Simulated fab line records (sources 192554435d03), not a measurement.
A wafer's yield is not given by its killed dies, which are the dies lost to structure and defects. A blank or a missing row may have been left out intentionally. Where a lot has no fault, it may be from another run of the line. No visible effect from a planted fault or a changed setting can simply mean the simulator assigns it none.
Chamber matching | flow n5Finfet | cmp-03 running N5_BEOL_M5_CMP_52: 4 sister chambers
The step polishes, stops on SiCOH lowk, t overpolish 6.9 s, target thk 62 nm. 14 wafers are shown with their chamber, then 7 later ones without.

## WAFERS PAIRED WITH THEIR CHAMBERS
wafer  | chamber | motorCurrentA (A) | timeToEndpointS (s) | barrierFieldEndpointS (s)
L076.2 | 1       | 7.2               | 63                  | 24.4
L076.5 | 1       | 7.0               | 62                  | 25.3
L076.6 | 2       | 5.0               | 60                  | 24.5
L080.1 | 1       | 7.1               | 61                  | 24.8
L080.3 | 3       | 5.5               | 60                  | 23.6
L080.5 | 0       | 6.6               | 65                  | 25.5
L079.1 | 2       | 5.5               | 57                  | 23.4
L079.4 | 0       | 6.1               | 67                  | 25.3
L079.5 | 2       | 5.2               | 56                  | 23.5
L083.3 | 1       | 6.8               | 60                  | 23.7
L083.5 | 1       | 7.1               | 56                  | 23.2
L083.6 | 2       | 5.6               | 51                  | 23.1
L084.2 | 0       | 6.5               | 64                  | 24.9
L084.3 | 3       | 5.8               | 58                  | 24.2

SIGNATURES (means of the wafers above)
reading               | chamber 0 | chamber 1 | chamber 2 | chamber 3 | scatter within a chamber
motorCurrentA         | 6.400     | 7.040     | 5.325     | 5.650     | 0.225
timeToEndpointS       | 65.33     | 60.40     | 56.00     | 59.00     | 2.79
barrierFieldEndpointS | 25.233    | 24.280    | 23.625    | 23.900    | 0.656
Rule: distance of a wafer from a chamber = root of the sum over the readings of ((wafer's reading minus chamber's mean) / reading's scatter) squared. The wafer belongs to the nearest chamber; if the next one is less than 2 further off, it can't be placed. The scatter: take each reading less its chamber's mean, square it, sum over the shown wafers, divide by the number of wafers less the number of chambers, and take the root.

## WAFERS MISSING THEIR CHAMBER
wafer  | motorCurrentA (A) | timeToEndpointS (s) | barrierFieldEndpointS (s)
L084.6 | 5.4               | 57                  | 23.8
L090.2 | 5.1               | 58                  | 23.9
L090.5 | 5.7               | 63                  | 24.8
L090.6 | 5.6               | 60                  | 24.5
L093.3 | 7.0               | 66                  | 24.2
L093.5 | 6.1               | 73                  | 25.5
L093.6 | 5.7               | 61                  | 24.6

## THE CHAMBER EACH PASSED THROUGH
wafer  | from the rows above          | in truth
L084.6 | can't be placed: 2 or 3      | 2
L090.2 | can't be placed: 2 or 3      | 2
L090.5 | can't be placed: 3 or 0 or 2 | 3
L090.6 | can't be placed: 3 or 2      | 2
L093.3 | can't be placed: 1 or 0      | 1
L093.5 | 0                            | 0
L093.6 | can't be placed: 3 or 2      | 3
Placed correctly: 1 of 7. Cannot be placed on the basis of these rows: 6; the candidates contain the true chamber in 6. Placed wrongly: 0.
